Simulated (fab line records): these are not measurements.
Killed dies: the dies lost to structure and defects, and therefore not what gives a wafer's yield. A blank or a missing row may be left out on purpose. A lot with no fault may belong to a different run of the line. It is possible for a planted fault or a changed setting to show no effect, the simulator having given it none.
Matching of chambers -- flow n5 finfet -- ald sin-02 running N5_SPACER0_ALD_08: 4 sister chambers
The step deposits SiNx, target thk 2 nm. 14 wafers are shown with their chamber, then 7 later ones without.

WAFERS PAIRED WITH THEIR CHAMBERS
wafer,chamber,heater power w (W)
L080.2,0,757
L080.3,3,749
L080.4,2,980
L083.2,1,863
L083.5,2,1003
L083.6,3,768
L088.1,1,859
L088.2,3,758
L088.3,2,994
L088.4,0,758
L088.5,0,770
L088.6,3,760
L092.2,1,857
L092.4,0,771

SIGNATURES (averages over the wafers above)
reading,chamber 0,chamber 1,chamber 2,chamber 3,scatter within a chamber
heater power w,764.00,859.67,992.33,758.75,8
Rule: a wafer's distance from a chamber is the root of the sum, over the readings, of the square of ((its reading less the chamber's mean) divided by the reading's scatter). The wafer belongs to the nearest chamber; if the next one is less than 2 further off, it can't be placed. The scatter is the square root of a quotient: the sum, over the shown wafers, of each reading's squared deviation from its chamber's mean, divided by wafers minus chambers.

WAFERS MISSING THEIR CHAMBER
wafer,heater power w (W)
L092.5,762
L094.4,868
L094.5,987
L094.6,765
L097.1,767
L097.3,982
L097.6,771

CHAMBER TAKEN BY EACH
wafer,from the rows above,in truth
L092.5,can't be placed: 0 or 3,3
L094.4,1,1
L094.5,2,2
L094.6,can't be placed: 0 or 3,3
L097.1,can't be placed: 0 or 3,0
L097.3,2,2
L097.6,can't be placed: 0 or 3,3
Correct placement for 3 of the 7. Not placeable from these rows: 4 (in 4, the candidates include the true chamber). 0 placed wrongly.
